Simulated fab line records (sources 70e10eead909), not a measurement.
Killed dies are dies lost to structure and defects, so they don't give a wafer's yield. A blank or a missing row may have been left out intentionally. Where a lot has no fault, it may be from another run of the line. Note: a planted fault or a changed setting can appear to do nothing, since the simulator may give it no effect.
Chamber matching ; flow nand_harc ; NHARC_A_CONTACT_ETCH_48 on rie_diel-03: 4 sister chambers
The step etches the open film in CF4, target depth 39 nm, time 65 s. 14 wafers are shown with their chamber, then 7 later ones without.

WAFERS, EACH WITH ITS CHAMBER
wafer;chamber;showerhead_plenum_p_Torr (Torr);drypump_motor_current_A (A);rf_vpp_V (V)
L074.1;2;1.87;5.2;154.6
L074.2;3;1.66;5.3;149.9
L074.6;2;1.87;5.2;151.4
L085.3;1;1.83;4.7;152.6
L085.4;2;1.87;5.2;152.8
L085.6;3;1.65;5.3;149.8
L082.1;3;1.65;5.3;149.3
L082.4;1;1.83;4.7;152.4
L082.6;2;1.87;5.2;152.0
L086.2;0;1.79;5.7;150.6
L086.4;1;1.83;4.7;152.8
L086.5;3;1.65;5.3;149.9
L091.1;3;1.65;5.3;148.4
L091.2;0;1.79;5.8;150.9

SIGNATURES (averages over the wafers above)
reading;chamber 0;chamber 1;chamber 2;chamber 3;scatter within a chamber
showerhead_plenum_p_Torr;1.7900;1.8300;1.8700;1.6520;0.00283
drypump_motor_current_A;5.750;4.700;5.200;5.300;0.0224
rf_vpp_V;150.750;152.600;152.700;149.460;0.87
Rule: distance of a wafer from a chamber = root of the sum over the readings of ((wafer's reading minus chamber's mean) / reading's scatter) squared. If the next closest chamber is less than 2 further off than the closest, the wafer can't be placed; otherwise it belongs to the closest. The scatter: the root of (the sum of the squares of (reading less its chamber's mean) over the shown wafers, divided by (wafers less chambers)).

WAFERS WITH NO CHAMBER GIVEN
wafer;showerhead_plenum_p_Torr (Torr);drypump_motor_current_A (A);rf_vpp_V (V)
L091.5;1.65;5.3;149.7
L093.2;1.86;5.2;153.8
L093.4;1.65;5.3;151.0
L093.5;1.64;5.3;150.3
L096.1;1.79;5.7;152.7
L096.3;1.82;4.7;151.8
L096.5;1.86;5.2;152.3

WHICH CHAMBER EACH ONE RAN IN
wafer;from the rows above;in truth
L091.5;3;3
L093.2;2;2
L093.4;3;3
L093.5;3;3
L096.1;0;0
L096.3;1;1
L096.5;2;2
Correct placement for 7 of the 7. Left unplaced by these rows: 0. Number placed wrongly: 0.
